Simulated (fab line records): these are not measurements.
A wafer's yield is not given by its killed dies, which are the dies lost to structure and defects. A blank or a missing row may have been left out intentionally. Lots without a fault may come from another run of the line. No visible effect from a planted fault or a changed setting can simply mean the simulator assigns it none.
Matching of chambers | flow n5_finfet | N5_STI_FIN_REVEAL_ALD_00 on ald_sin-03: 4 sister chambers
The step deposits SiO2, target thk 1 nm, pulse time 1 s. 16 wafers are shown with their chamber, then 8 later ones without.

## WAFERS PAIRED WITH THEIR CHAMBERS
wafer  | chamber | heater_power_w (W) | heater_power_outer_w (W) | precursor_pulse_height_rel
L074.1 | 2       | 461                | 252                      | 0.981
L074.2 | 1       | 476                | 264                      | 0.938
L074.3 | 3       | 427                | 256                      | 1.017
L077.1 | 2       | 469                | 255                      | 0.976
L077.2 | 3       | 439                | 251                      | 0.975
L077.5 | 0       | 430                | 253                      | 1.013
L078.2 | 3       | 433                | 249                      | 0.990
L078.4 | 2       | 474                | 262                      | 1.005
L078.6 | 2       | 486                | 259                      | 0.992
L079.1 | 3       | 439                | 253                      | 0.985
L079.2 | 1       | 490                | 269                      | 0.999
L079.4 | 0       | 416                | 259                      | 0.995
L088.2 | 3       | 427                | 254                      | 1.044
L088.4 | 2       | 457                | 255                      | 0.973
L088.6 | 1       | 488                | 268                      | 1.006
L091.1 | 0       | 412                | 243                      | 0.990

SIGNATURES (averages over the wafers above)
reading                    | chamber 0 | chamber 1 | chamber 2 | chamber 3 | scatter within a chamber
heater_power_w             | 419.33    | 484.67    | 469.40    | 433.00    | 8.94
heater_power_outer_w       | 251.67    | 267.00    | 256.60    | 252.60    | 4.43
precursor_pulse_height_rel | 0.99933   | 0.98100   | 0.98540   | 1.00220   | 0.024
Rule: for a wafer and a chamber, the distance is found by dividing, reading by reading, the gap between the wafer's reading and the chamber's mean by the reading's scatter, squaring, summing and taking the root. If the next closest chamber is less than 2 further off than the closest, the wafer can't be placed; otherwise it belongs to the closest. How the scatter is found: for the shown wafers, subtract from each reading the mean of its chamber, square and add these, divide the total by (wafers less chambers), then take the root.

## WAFERS WHOSE CHAMBER IS MISSING
wafer  | heater_power_w (W) | heater_power_outer_w (W) | precursor_pulse_height_rel
L091.4 | 472                | 247                      | 0.970
L091.5 | 489                | 273                      | 1.019
L094.4 | 437                | 257                      | 1.022
L094.5 | 483                | 263                      | 1.002
L094.6 | 465                | 264                      | 1.008
L096.1 | 411                | 244                      | 1.013
L096.2 | 484                | 276                      | 1.001
L096.3 | 437                | 257                      | 1.004

## THE CHAMBER EACH PASSED THROUGH
wafer  | from the rows above     | in truth
L091.4 | 2                       | 2
L091.5 | 1                       | 1
L094.4 | can't be placed: 3 or 0 | 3
L094.5 | can't be placed: 1 or 2 | 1
L094.6 | can't be placed: 2 or 1 | 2
L096.1 | can't be placed: 0 or 3 | 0
L096.2 | 1                       | 1
L096.3 | can't be placed: 3 or 0 | 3
Correct placement for 3 of the 8. Can't be placed from these rows: 5 (the true chamber is among the candidates in 5). Wrongly placed: 0.
